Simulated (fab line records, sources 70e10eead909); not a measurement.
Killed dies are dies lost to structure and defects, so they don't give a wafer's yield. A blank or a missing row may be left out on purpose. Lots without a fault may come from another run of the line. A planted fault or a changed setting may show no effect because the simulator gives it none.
A struck lot beside a sound one | flow nand_harc | 15 steps out of a route of 1302
Sound: wafers L929.3, L929.5, L929.6. Struck: wafers L924.2, L924.3, L924.4. The cause comes at the end.
At each step with rows: each side's tool, then ch and its chambers, then its first start. Under that, the readings that differ: sound wafers | struck wafers | difference of the means | sigmas: that difference in standard deviations of wafers without a fault.
alike: readings whose means differ by less than 2 such deviations, and words and numbers that are the same on both sides. not compared: withheld readings, readings that some wafer has no value for, bounds like >300 that may hide the same value, and numbers for which the record gives no deviation and whose values overlap.
The two part at a step that has a row with sigmas, a row that says differs or no value, or rows on one side only. Numbers that don't overlap but have no deviation are shown without sigmas and don't part them. A reading that every wafer of one side lacks parts them only if that side has two wafers or more.

first, 3 steps without rows for these wafers: NHARC_P_BONDPAD_EXPOSE_06 (exposes mask P BPAD); NHARC_P_BONDPAD_PEB_07 (peb time 80 s); NHARC_P_BONDPAD_DEVELOP_08 (time 50 s).
NHARC_P_BONDPAD_CD_MEAS_09: target cd 500 nm.
  sound on cd_sem-02 ch 0, day 14 04:49; struck on cd_sem-03 ch 0, day 11 19:58
  alike: cd_nm
NHARC_P_BONDPAD_OVL_MEAS_38:
  sound on overlay-02, day 14 04:55; struck on overlay-02, day 11 20:04
  alike: overlay_x_nm, overlay_y_nm
then, 1 step without rows for these wafers: NHARC_P_BONDPAD_HARDBAKE_10 (time 65 s).
NHARC_P_BONDPAD_DESCUM_11: chemistry O2, time 3 s.
  sound on rie_diel-10 ch 0,2,3, day 14 05:03; struck on rie_diel-10 ch 0,2,3, day 11 20:11
  alike: drypump_motor_current_A, mfc_ar_sccm, oes_product_au, rf_vpp_V, showerhead_plenum_p_Torr, throttle_valve_pct
  not compared: rf_hours_counter_h
then, 1 step without rows for these wafers: NHARC_P_BONDPAD_ETCH_37 (etches the open film in N2/H2, target depth 60 nm, overetch 18 nm, time 65.91 s).
NHARC_P_BONDPAD_ETCH_12: etches the open film in CHF3/O2, target depth 200 nm, time 100 s.
  sound on rie_diel-10 ch 0,1,2; struck on rie_diel-10 ch 0,1,2
  alike: drypump_motor_current_A, mfc_ar_sccm, oes_product_au, rf_vpp_V, showerhead_plenum_p_Torr, throttle_valve_pct
  not compared: rf_hours_counter_h
NHARC_P_BONDPAD_CD_MEAS_13:
  sound on cd_sem-03, day 14 05:21; struck on cd_sem-02, day 11 20:30
  alike: cd_nm
NHARC_P_BONDPAD_STRIP_15: strips in O2.
  sound on rie_diel-03 ch 2,3, day 14 05:26; struck on rie_diel-10 ch 0,2,3, day 11 20:34
  alike: chamber_pressure_mTorr, drypump_motor_current_A, mfc_ar_sccm, oes_product_au, rf_vpp_V, showerhead_plenum_p_Torr, throttle_valve_pct
  not compared: rf_hours_counter_h
NHARC_P_BONDPAD_ETCH_24: etches the open film in CF4/N2, target depth 30 nm, time 72.99 s.
  sound on rie_diel-03 ch 0,2,3; struck on rie_diel-10 ch 1,2,3
  alike: cf4_flow_sccm, drypump_motor_current_A, mfc_ar_sccm, oes_product_au, rf_vpp_V, showerhead_plenum_p_Torr, throttle_valve_pct
  not compared: rf_hours_counter_h
NHARC_P_BONDPAD_STRIP_16: strips in post etch residue remover, time 600 s.
  sound on wet_bench-08 ch 2,6,7, day 14 05:42; struck on wet_bench-08 ch 0,4,7, day 11 20:51
  no value came back on the struck wafers for bath_heat_duty_pct (%), run_length_s (s), temp_c (C); on the sound wafers bath_heat_duty_pct (%) reads 12.6 11.1 13.9
NHARC_P_BONDPAD_DEGAS_25: time 60 s.
  sound on pvd_sputter-03, day 14 05:58; struck on pvd_sputter-01, day 11 21:07
  alike: heater_power_w
-- the record jumps here: 18 days lie between the struck wafers' starts before and after (it left off in module P_BONDPAD and takes up again in module END, whose first step shown is number 1302 of the route) --
NHARC_END_SORT_01:
  sound on prober-02 ch 0, day 32 03:25; struck on prober-01 ch 0, day 29 18:20
  alike: defect_limited_yield, killed_at_array, killed_at_other, killed_at_periphery, killed_dies, killed_open, killed_short

WHERE THEY PART
Only at NHARC_P_BONDPAD_STRIP_16, within this record. Later steps at which nothing parts them and some readings are alike: NHARC_P_BONDPAD_DEGAS_25, NHARC_END_SORT_01.

WHY: what the simulator had put in
Skipped step whole: wet_bench-08, from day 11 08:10 on, at NHARC_P_BONDPAD_STRIP_16. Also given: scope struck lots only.
